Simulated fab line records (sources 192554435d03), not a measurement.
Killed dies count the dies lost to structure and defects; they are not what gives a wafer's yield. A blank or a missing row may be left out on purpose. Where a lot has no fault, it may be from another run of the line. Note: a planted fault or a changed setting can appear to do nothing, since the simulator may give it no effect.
fab line records | flow n5_finfet
record: lots: 7 wafers: 21
route steps=1938 shown BEOL_M2@879 BEOL_M4@1023 BEOL_M5@1130
start_h: hours from the record's first day to the start of the lot's first wafer shown | wait_h: hours from the lot's prior step to this one | " repeats the value in the row above | L1.1+2: one row covering several wafers at once | - value missing, or start not given | * or withheld: withheld | < > ~ a bound
route shown NAME@n: a module of which the file shows steps, and the number in the route of the first | usual: mean/standard deviation taken from wafers without a fault | same: alike in all rows | chamber/n: place in a boat | sites: the reading at each site | _std_site: standard deviation across them | _edge_site: inner sites' mean taken away from outer sites' mean | radius_mm: how far each site lies from the wafer's centre | mask NAME#n: copy n | behind: the tool/chamber that last shaped the wafer | hold: why the lot went on hold/how many hours it stayed there/how the hold came to an end | device: whichever transistor did not switch (one of n, p or np) | end of line: the same wafers' tests at the end of the route | a step with no rows: only its recipe | killed: at the first sort, the dies lost to defects and structure; wafer yield is something else | map: shows each die of a wafer: x if killed, . if not, _ if none is there
set.NAME: the setting the step ran with; set.NAME@STEP: the setting that earlier step ran with | model.NAME: the simulator's own value behind a step, which no gauge read
lots with deliberately changed settings; one table per step, one row per wafer
== steps ==
step: N5_BEOL_M2_DESCUM_33
recipe: chemistry: O2 time_s: 7 source_power_w: 50 bias_power_w: 20 pressure_mtorr: 20 rf_frequency_hz: 2.712e+07 temp_c: 40 resist: CAR-EUV o2_flow_sccm: 225
columns lot.wafer tool chamber start_h wait_h set.time_s model.CAR-EUV_of_BEOL_M2_COAT_22.thk_nm
L080.1 rie_diel-05 1 174.54 0.3 7.65 25.8
L080.3 " 3 " " 7 26
L080.6 " 0 " " 7 26.2
L082.2 rie_diel-05 2 179.47 0.0 7 26
L082.4 " 3 " " 6.544 26.4
L082.6 " 3 " " 6.544 26.2
L083.2+5 rie_diel-01 3,2 189.21 0.0 5.88 26.6
L083.3 " 1 " " 7 25.8
L084.3 rie_diel-05 1 215.22 0.0 7 26
L084.4+5 " 3,1 " " 7 25.8
L088.1+3+5 rie_diel-05 3,2,3 227.37 0.0 8.18 25.4
L097.1 rie_diel-01 1 281.30 0.0 8.29 25.4
L097.4 " 0 " " 8.29 25.2
L097.6 " 1 " " 7 26
L096.1 rie_diel-06 2 288.78 0.6 7 26
L096.2+5 " 0,2 " " 7 26.2
step: N5_BEOL_M2_ETCH_77
recipe: chemistry: N2/H2 target: underlayer target_depth_a: 65 mask_material: CAR-EUV time_s: 5.2 ion_energy_ev: 200 pressure_mtorr: 30 source_w: 840 bias_w: 150 n2_flow_sccm: 200 h2_flow_sccm: 200 ends: cleared
columns lot.wafer tool chamber start_h wait_h set.time_s@BEOL_M2_DESCUM_33 model.CAR-EUV_of_BEOL_M2_COAT_22.thk_nm
L080.1 rie_diel-05 1 174.58 0.0 7.65 20.2
L080.3+6 " 3,0 " " 7 20.4
L082.2 rie_diel-05 2 179.50 0.0 7 20.4
L082.4 " 3 " " 6.544 20.6
L082.6 " 3 " " 6.544 20.4
L083.2 rie_diel-01 3 189.25 0.0 5.88 21
L083.3 " 1 " " 7 20.2
L083.5 " 2 " " 5.88 20.8
L084.3+5 rie_diel-05 1 215.25 0.0 7 20.2
L084.4 " 3 " " 7 20
L088.1 rie_diel-05 3 227.41 0.0 8.18 19.8
L088.3+5 " 2,3 " " 8.18 19.6
L097.1+4 rie_diel-01 1,0 281.33 0.0 8.29 19.6
L097.6 " 1 " " 7 20.2
L096.1+2+5 rie_diel-06 2,0,2 288.82 0.0 7 20.4
step: N5_BEOL_M2_ETCH_69
recipe: chemistry: CF4 target: SiARC target_depth_a: 156 mask_material: CAR-EUV time_s: 26 ion_energy_ev: 80 pressure_mtorr: 40 source_w: 545 bias_w: 36 Ar_flow_sccm: 100 cf4_flow_sccm: 100 ends: cleared
columns lot.wafer tool chamber start_h wait_h set.time_s@BEOL_M2_DESCUM_33 model.CAR-EUV_of_BEOL_M2_COAT_22.thk_nm
L080.1 rie_diel-05 1 174.59 0.0 7.65 11
L080.3 " 3 " " 7 11
L080.6 " 0 " " 7 11.2
L082.2 rie_diel-05 2 179.52 0.0 7 11.2
L082.4 " 3 " " 6.544 11.4
L082.6 " 3 " " 6.544 11.2
L083.2 rie_diel-01 3 189.26 0.0 5.88 11.8
L083.3 " 1 " " 7 11
L083.5 " 2 " " 5.88 11.6
L084.3+5 rie_diel-05 1 215.27 0.0 7 11
L084.4 " 3 " " 7 10.8
L088.1+3+5 rie_diel-05 3,2,3 227.42 0.0 8.18 10.4
L097.1 rie_diel-01 1 281.35 0.0 8.29 10.4
L097.4 " 0 " " 8.29 10.2
L097.6 " 1 " " 7 11
L096.1+2+5 rie_diel-06 2,0,2 288.83 0.0 7 11.2
step: N5_BEOL_M2_ALD_98
recipe: material: SiO2 target_thk_a: 25 temp_c: 100 ald_precursor_family: BDEAS ald_co_reactant: O2-plasma pulse_time_s: 1 co_reactant_pulse_time_s: 1 purge_time_s: 2 co_reactant_purge_time_s: 2 ald_cycles: 17 pressure_torr: 2
step: N5_BEOL_M2_ETCHBACK_99
recipe: chemistry: CHF3 target: SiO2 target_depth_a: 50 time_s: 10.4 source_w: 215 bias_w: 47 Ar_flow_sccm: 200 CHF3_flow_sccm: 12 ion_energy_ev: 100 pressure_mtorr: 30
columns lot.wafer tool chamber start_h wait_h set.time_s@BEOL_M2_DESCUM_33 model.CAR-EUV_of_BEOL_M2_COAT_22.thk_nm
L080.1 rie_diel-01 1 177.50 2.8 7.65 10.2
L080.3 " 0 " " 7 10.2
L080.6 " 1 " " 7 10.4
L082.2 rie_diel-06 1 182.85 2.5 7 10.4
L082.4+6 " 0,2 " " 6.544 10.6
L083.2+5 rie_diel-06 3 189.62 0.2 5.88 11
L083.3 " 0 " " 7 10.2
L084.3+4+5 rie_diel-05 2,1,0 225.61 10.2 7 10.2
L088.1+3 rie_diel-06 0,1 232.63 4.6 8.18 9.8
L088.5 " 1 " " 8.18 9.6
L097.1+4 rie_diel-01 1,2 284.91 3.4 8.29 9.6
L097.6 " 0 " " 7 10.2
L096.1+2+5 rie_diel-06 0,3,0 293.76 4.8 7 10.4
step: N5_BEOL_M2_VIA_ETCH_34
recipe: chemistry: C4F6/O2 target_depth_a: 694 mask_material: SOC pressure_mtorr: 15 ion_energy_ev: 250 taper_deg: 4 time_s: 65.9 source_w: 350 bias_w: 170 Ar_flow_sccm: 300 C4F6_flow_sccm: 10 O2_flow_sccm: 10
usual: rf_vpp_V: 666/13
columns lot.wafer tool chamber start_h wait_h set.source_w rf_vpp_V model.etch.depth_nm
L080.1 rie_diel-01 1 177.64 0.0 377.1 638 72.44
L080.3 " 0 " " 350 648 69.88
L080.6 " 1 " " 377.1 640 72.26
L082.2 rie_diel-06 1 182.99 0.0 382 624 69.91
L082.4 " 0 " " 350 662 68.48
L082.6 " 2 " " 382 649 72.18
L083.2 rie_diel-06 3 189.77 0.0 297.6 740 65.48
L083.3 " 0 " " 297.6 717 65.26
L083.5 " 3 " " 350 682 68.98
L084.3 rie_diel-05 2 225.75 0.0 350 676 71.26
L084.4 " 1 " " 291.1 745 66.11
L084.5 " 0 " " 350 654 70.11
L088.1 rie_diel-06 0 232.78 0.0 350 661 68.72
L088.3 " 1 " " 350 653 66.9
L088.5 " 1 " " 350 652 67.01
L097.1 rie_diel-01 1 285.06 0.0 350 662 69.26
L097.4 " 2 " " 306.5 732 66.69
L097.6 " 0 " " 306.5 691 65.04
L096.1 rie_diel-06 0 293.90 0.0 350 661 69.69
L096.2 " 3 " " 350 683 70.62
L096.5 " 0 " " 350 661 68.99
step: N5_BEOL_M2_TRENCH_ETCH_37
recipe: chemistry: C4F6/O2 target_depth_a: 555.55 target: SiOC time_s: 29.2 ion_energy_ev: 250 pressure_mtorr: 30 source_w: 355 bias_w: 185 Ar_flow_sccm: 300 C4F6_flow_sccm: 10 O2_flow_sccm: 10
usual: rf_vpp_V: 666/13
columns lot.wafer tool chamber start_h wait_h set.bias_w rf_vpp_V model.BEOL_M2.feature_depth_nm model.etch.depth_nm
L080.1 rie_diel-01 1 - - 185 664 56.2 56.26
L080.3 " 0 " " 185 648 57 57.05
L080.6 " 1 " " 185 659 56.2 56.14
L082.2 rie_diel-06 1 - - 185 653 54.4 54.31
L082.4 " 0 " " 204.8 718 57.2 57.12
L082.6 " 2 " " 204.8 734 58.2 58.2
L083.2 rie_diel-06 3 - - 193.4 709 56.2 56.21
L083.3 " 0 " " 185 661 55.4 55.34
L083.5 " 3 " " 185 684 55.4 55.44
L084.3 rie_diel-05 2 - - 185 674 56.2 56.26
L084.4 " 1 " " 185 682 56.6 56.68
L084.5 " 0 " " 173.6 621 55 54.92
L088.1 rie_diel-06 0 - - 185 660 55.2 55.17
L088.3 " 1 " " 216.8 740 57.4 57.45
L088.5 " 1 " " 185 655 54.4 54.4
L097.1 rie_diel-01 1 - - 163.8 599 53.6 53.65
L097.4 " 2 " " 163.8 623 54.6 54.51
L097.6 " 0 " " 185 646 55.2 55.28
L096.1 rie_diel-06 0 - - 185 662 55.6 55.55
L096.2 " 3 " " 185 682 55.6 55.67
L096.5 " 0 " " 185 660 55 54.98
step: N5_BEOL_M4_PECVD_72
recipe: material: SiO2 target_thk_a: 160 temp_c: 400 precursor: TEOS/O2 pressure_torr: 5.5 rf_w: 450 teos_flow_sccm: 53.8 gas: O2 flow_sccm: 3000 time_s: 18
columns lot.wafer tool chamber start_h wait_h set.time_s model.SiO2_of_BEOL_M4_PECVD_72.thk_nm
L080.1+3 pecvd-02 1,2 194.36 0.0 16.32 14.6
L080.6 " 2 " " 18 16
L082.2+4 pecvd-03 1 199.70 0.0 16.49 14.8
L082.6 " 0 " " 16.49 15
L083.2 pecvd-02 1 214.28 0.0 18 16
L083.3 " 2 " " 18.7 16.4
L083.5 " 0 " " 18 16.2
L084.3 pecvd-03 0 240.10 0.0 18 16
L084.4 " 2 " " 18 16.2
L084.5 " 0 " " 20.54 18.4
L088.1 pecvd-02 2 248.30 0.0 18 16
L088.3 " 0 " " 19.37 17
L088.5 " 0 " " 19.37 17.4
L097.1 pecvd-04 2 306.27 0.0 18 15.8
L097.4 " 1 " " 19.63 17.2
L097.6 " 0 " " 19.63 17.6
L096.1 pecvd-04 1 309.13 0.0 18 15.6
L096.2 " 0 " " 18 15.8
L096.5 " 0 " " 18 16
step: N5_BEOL_M4_TRENCH_ETCH_37
recipe: chemistry: C4F6/O2 target_depth_a: 555.55 target: SiOC time_s: 29.2 ion_energy_ev: 250 pressure_mtorr: 30 source_w: 355 bias_w: 185 Ar_flow_sccm: 300 C4F6_flow_sccm: 10 O2_flow_sccm: 10
columns lot.wafer tool chamber start_h wait_h set.time_s model.BEOL_M4.feature_depth_nm model.etch.depth_nm
L080.1 rie_diel-06 2 - - 31.48 60 60.03
L080.3 " 0 " " 29.2 55 55.08
L080.6 " 1 " " 29.2 53.2 53.2
L082.2 rie_diel-01 2 - - 27.18 52.6 52.69
L082.4 " 3 " " 29.2 54.6 54.67
L082.6 " 1 " " 29.2 56.2 56.11
L083.2 rie_diel-01 0 - - 29.2 55 55
L083.3 " 2 " " 25.78 49.6 49.55
L083.5 " 2 " " 29.2 56.4 56.5
L084.3 rie_diel-01 0 - - 29.2 55.4 55.42
L084.4 " 3 " " 29.2 55.6 55.62
L084.5 " 1 " " 29.2 55.8 55.82
L088.1 rie_diel-05 3 - - 29.2 56.2 56.24
L088.3 " 0 " " 29.2 55.6 55.64
L088.5 " 3 " " 29.2 56.4 56.36
L097.1 rie_diel-06 1 - - 29.2 56 55.98
L097.4 " 3 " " 29.2 56.2 56.21
L097.6 " 0 " " 29.2 55.6 55.63
L096.1 rie_diel-05 3 - - 29.2 56.4 56.39
L096.2 " 1 " " 29.2 56.6 56.59
L096.5 " 3 " " 29.2 56.4 56.43
step: N5_BEOL_M4_ETCH_41
recipe: chemistry: CH3F/O2 target: SiCN target_depth_a: 299 taper_deg: 2 time_s: 52.5 ion_energy_ev: 120 mask_material: TiN pressure_mtorr: 30 source_w: 395 bias_w: 75 Ar_flow_sccm: 150 CH3F_flow_sccm: 30 O2_flow_sccm: 20
step: N5_BEOL_M4_STRIP_97
recipe: chemistry: N2/H2 time_s: 10 power_w: 450 temp_c: 40 pressure_mtorr: 20 rf_frequency_hz: 6e+07 bias_power_w: 7 n2_flow_sccm: 200 h2_flow_sccm: 200
step: N5_BEOL_M4_OCD_MEAS_38
usual: trench_depth_nm: 56.0/0.8
columns lot.wafer tool chamber start_h wait_h set.time_s@BEOL_M4_TRENCH_ETCH_37 trench_depth_nm
L080.1 ocd-01 - 201.27 - 31.48 60.0
L080.3 " - " " 29.2 55.2
L080.6 " - " " 29.2 53.1
L082.2 ocd-02 - 205.88 - 27.18 52.7
L082.4 " - " " 29.2 54.4
L082.6 " - " " 29.2 56.4
L083.2 ocd-01 - 225.74 - 29.2 54.9
L083.3 " - " " 25.78 49.5
L083.5 " - " " 29.2 56.8
L084.3 ocd-01 - 247.15 - 29.2 55.5
L084.4 " - " " 29.2 55.8
L084.5 " - " " 29.2 56.0
L088.1 ocd-02 - 255.89 - 29.2 56.3
L088.3 " - " " 29.2 55.7
L088.5 " - " " 29.2 56.3
L097.1 ocd-01 - 311.67 - 29.2 56.3
L097.4 " - " " 29.2 55.9
L097.6 " - " " 29.2 55.7
L096.1 ocd-02 - 315.79 - 29.2 56.7
L096.2 " - " " 29.2 56.2
L096.5 " - " " 29.2 56.7
step: N5_BEOL_M4_HM_STRIP_39
recipe: chemistry: peroxide_tin_strip material: TiN target_depth_a: 250 temp_c: 50 time_s: 158
step: N5_BEOL_M4_SRD_40
recipe: time_s: 30 temp_c: 23 rinse_liquid: diw dry: ipa_marangoni
step: N5_BEOL_M4_ECD_50
recipe: material: Cu target_thk_a: 3000
step: N5_BEOL_M4_ANNEAL_51
recipe: temp_c: 225 time_s: 90 ambient: N2
step: N5_BEOL_M4_CMP_52
recipe: stop_on: SiOC t_overpolish_s: 6.8 down_force_psi: 1 platen_rpm: 50 clearing_platen_down_force_psi: 1.5 clearing_platen_rpm: 50 post_cmp_clean: cu_alkaline target_thk_nm: 40 clearing_platen_pad_velocity_m_s: 0.99484 pad_velocity_m_s: 0.99484
columns lot.wafer tool chamber start_h wait_h set.time_s@BEOL_M4_TRENCH_ETCH_37 model.Cu_of_BEOL_M4_ECD_50.thk_nm
L080.1 cmp-04 0 206.15 0.3 31.48 43.2
L080.3 " 2 " " 29.2 38
L080.6 " 0 " " 29.2 36.4
L082.4 cmp-02 2 209.41 0.1 29.2 38.4
L082.2 " 0 " " 27.18 35.6
L082.6 " 3 " " 29.2 40.4
L083.3 cmp-02 0 229.47 0.2 25.78 35.4
L083.2 " 2 " " 29.2 41.2
L083.5 " 0 " " 29.2 42.2
L084.3 cmp-02 2 250.56 0.2 29.2 39.4
L084.4 " 0 " " 29.2 40.6
L084.5 " 1 " " 29.2 39.8
L088.1+3 cmp-02 2,3 259.72 0.3 29.2 41.4
L088.5 " 3 " " 29.2 42.2
L097.1 cmp-03 1 315.62 0.3 29.2 41
L097.4 " 2 " " 29.2 39.4
L097.6 " 2 " " 29.2 38.2
L096.2 cmp-02 2 320.17 0.2 29.2 41.8
L096.1+5 " 3,1 " " 29.2 42.4
step: N5_BEOL_M4_THK_MEAS_53
recipe: thk_meas_gauge: xrf reads: Cu_of_BEOL_M4_ECD_50
usual: M4_THK: 40.8/1.5
columns lot.wafer tool chamber start_h wait_h set.time_s@BEOL_M4_TRENCH_ETCH_37 M4_THK[nm]
L080.1 film_metro-01 - 206.44 - 31.48 43.5
L080.3 " - " " 29.2 38.3
L080.6 " - " " 29.2 36.5
L082.2 film_metro-02 - 209.70 - 27.18 36.1
L082.4 " - " " 29.2 38.7
L082.6 " - " " 29.2 41.1
L083.2 film_metro-01 - 229.77 - 29.2 41.4
L083.3 " - " " 25.78 35.6
L083.5 " - " " 29.2 42.4
L084.3 film_metro-02 - 250.82 - 29.2 40.0
L084.4 " - " " 29.2 41.1
L084.5 " - " " 29.2 40.3
L088.1 film_metro-02 - 260.02 - 29.2 42.2
L088.3 " - " " 29.2 42.1
L088.5 " - " " 29.2 42.9
L097.1 film_metro-02 - 315.91 - 29.2 41.2
L097.4 " - " " 29.2 39.5
L097.6 " - " " 29.2 38.4
L096.1 film_metro-01 - 320.42 - 29.2 42.7
L096.2 " - " " 29.2 42.0
L096.5 " - " " 29.2 42.7
step: N5_BEOL_M4_PRE_CLEAN_60
recipe: gas: NH3/H2 time_s: 15 temp_c: * rf_power_w: 300
step: N5_BEOL_M4_CO_CAP_55
recipe: material: Co target_thk_a: 20 temp_c: 200 precursor: CCTBA/H2 pressure_torr: 30 time_s: 102.1
step: N5_BEOL_M4_PRE_CLEAN_56
recipe: gas: NH3 time_s: 15 temp_c: withheld rf_power_w: 300
step: N5_BEOL_M4_DEP_57
recipe: material: SiCN target_thk_a: 80 temp_c: withheld precursor: 3MS/NH3 pressure_torr: 3 rf_w: 202 time_s: 14
step: N5_BEOL_M4_RS_MEAS_58
recipe: thk_meas_gauge: four-point-probe reads: Co_of_BEOL_M4_CO_CAP_55+Cu_of_BEOL_M4_ECD_50+Co_of_BEOL_M4_CVD_47+TaN_of_BEOL_M4_ALD_84
usual: M4_RS: 0.66/0.032
columns lot.wafer tool chamber start_h wait_h set.time_s@BEOL_M4_TRENCH_ETCH_37 M4_RS[ohm/sq]
L080.1 film_metro-01 - 206.70 0.1 31.48 0.61
L080.3 " - " " 29.2 0.71
L080.6 " - " " 29.2 0.75
L082.2 film_metro-02 - 209.96 0.1 27.18 0.77
L082.4 " - " " 29.2 0.70
L082.6 " - " " 29.2 0.66
L083.2 film_metro-01 - 230.03 0.1 29.2 0.64
L083.3 " - " " 25.78 0.78
L083.5 " - " " 29.2 0.62
L084.3 film_metro-02 - 251.08 0.1 29.2 0.68
L084.4 " - " " 29.2 0.66
L084.5 " - " " 29.2 0.67
L088.1 film_metro-02 - 260.28 0.0 29.2 0.64
L088.3 " - " " 29.2 0.64
L088.5 " - " " 29.2 0.62
L097.1 film_metro-02 - 316.18 0.0 29.2 0.65
L097.4 " - " " 29.2 0.68
L097.6 " - " " 29.2 0.71
L096.1 film_metro-01 - 320.80 0.1 29.2 0.62
L096.2 " - " " 29.2 0.63
L096.5 " - " " 29.2 0.62
step: N5_BEOL_M5_ETCH_72
recipe: chemistry: N2/H2 target: underlayer target_depth_a: 65 mask_material: CAR-EUV time_s: 5.2 ion_energy_ev: 200 pressure_mtorr: 30 source_w: 840 bias_w: 150 n2_flow_sccm: 200 h2_flow_sccm: 200 ends: cleared
usual: etch_rf_on_time_s: 5.19/0.1 rf_vpp_V: 523/3
columns lot.wafer tool chamber start_h wait_h set.bias_w etch_rf_on_time_s rf_vpp_V
L080.1 rie_diel-02 2 210.76 0.0 129.5 5.57 475
L080.3 " 0 " " 150 5.19 518
L080.6 " 0 " " 129.5 5.61 473
L082.2 rie_diel-04 3 213.89 0.0 150 5.00 523
L082.4 " 2 " " 166.9 4.90 563
L082.6 " 2 " " 150 5.26 526
L083.2 rie_diel-03 1 233.65 0.0 150 4.96 526
L083.3 " 3 " " 127.3 5.72 474
L083.5 " 2 " " 127.3 5.67 474
L084.3 rie_diel-04 1 255.68 0.0 161.6 4.85 549
L084.4 " 3 " " 150 5.07 522
L084.5 " 0 " " 150 5.36 517
L088.1 rie_diel-03 0 263.92 0.0 150 5.27 524
L088.3 " 1 " " 150 5.00 527
L088.5 " 1 " " 150 5.07 524
L097.1 rie_diel-03 1 320.01 0.0 150 4.99 527
L097.4 " 2 " " 137.5 5.44 497
L097.6 " 2 " " 150 5.24 525
L096.1 rie_diel-02 0 325.69 0.0 150 5.13 520
L096.2 " 1 " " 150 5.17 523
L096.5 " 1 " " 150 5.14 521
== key ==
split: step: N5_BEOL_M2_DESCUM_33 setting: time_s stated: 7 by: wafer
response: step: N5_BEOL_M2_DESCUM_33 reading: model.CAR-EUV_of_BEOL_M2_COAT_22.thk_nm change: -0.042 per: 1% r: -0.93
response: step: N5_BEOL_M2_ETCH_77 reading: model.CAR-EUV_of_BEOL_M2_COAT_22.thk_nm change: -0.0342 per: 1% r: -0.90
response: step: N5_BEOL_M2_ETCH_69 reading: model.CAR-EUV_of_BEOL_M2_COAT_22.thk_nm change: -0.0355 per: 1% r: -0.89
response: step: N5_BEOL_M2_ETCHBACK_99 reading: model.CAR-EUV_of_BEOL_M2_COAT_22.thk_nm change: -0.036 per: 1% r: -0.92
split: step: N5_BEOL_M2_VIA_ETCH_34 setting: source_w stated: 350 by: wafer
response: step: N5_BEOL_M2_VIA_ETCH_34 reading: rf_vpp_V change: -3.69 per: 1% r: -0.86
response: step: N5_BEOL_M2_VIA_ETCH_34 reading: model.etch.depth_nm change: +0.268 per: 1% r: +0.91
split: step: N5_BEOL_M2_TRENCH_ETCH_37 setting: bias_w stated: 185 by: wafer
response: step: N5_BEOL_M2_TRENCH_ETCH_37 reading: rf_vpp_V change: +5.21 per: 1% r: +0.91
response: step: N5_BEOL_M2_TRENCH_ETCH_37 reading: model.BEOL_M2.feature_depth_nm change: +0.175 per: 1% r: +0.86
response: step: N5_BEOL_M2_TRENCH_ETCH_37 reading: model.etch.depth_nm change: +0.181 per: 1% r: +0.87
split: step: N5_BEOL_M4_PECVD_72 setting: time_s stated: 18 by: wafer
response: step: N5_BEOL_M4_PECVD_72 reading: model.SiO2_of_BEOL_M4_PECVD_72.thk_nm change: +0.159 per: 1% r: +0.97
split: step: N5_BEOL_M4_TRENCH_ETCH_37 setting: time_s stated: 29.2 by: wafer
response: step: N5_BEOL_M4_TRENCH_ETCH_37 reading: model.BEOL_M4.feature_depth_nm change: +0.556 per: 1% r: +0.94
response: step: N5_BEOL_M4_TRENCH_ETCH_37 reading: model.etch.depth_nm change: +0.558 per: 1% r: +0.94
response: step: N5_BEOL_M4_OCD_MEAS_38 reading: trench_depth_nm change: +0.561 per: 1% r: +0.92
response: step: N5_BEOL_M4_CMP_52 reading: model.Cu_of_BEOL_M4_ECD_50.thk_nm change: +0.597 per: 1% r: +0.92
response: step: N5_BEOL_M4_THK_MEAS_53 reading: M4_THK change: +0.601 per: 1% r: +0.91
response: step: N5_BEOL_M4_RS_MEAS_58 reading: M4_RS change: -0.0138 per: 1% r: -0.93
split: step: N5_BEOL_M5_ETCH_72 setting: bias_w stated: 150 by: wafer
response: step: N5_BEOL_M5_ETCH_72 reading: etch_rf_on_time_s change: * per: 1% r: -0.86
response: step: N5_BEOL_M5_ETCH_72 reading: rf_vpp_V change: +3.41 per: 1% r: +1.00
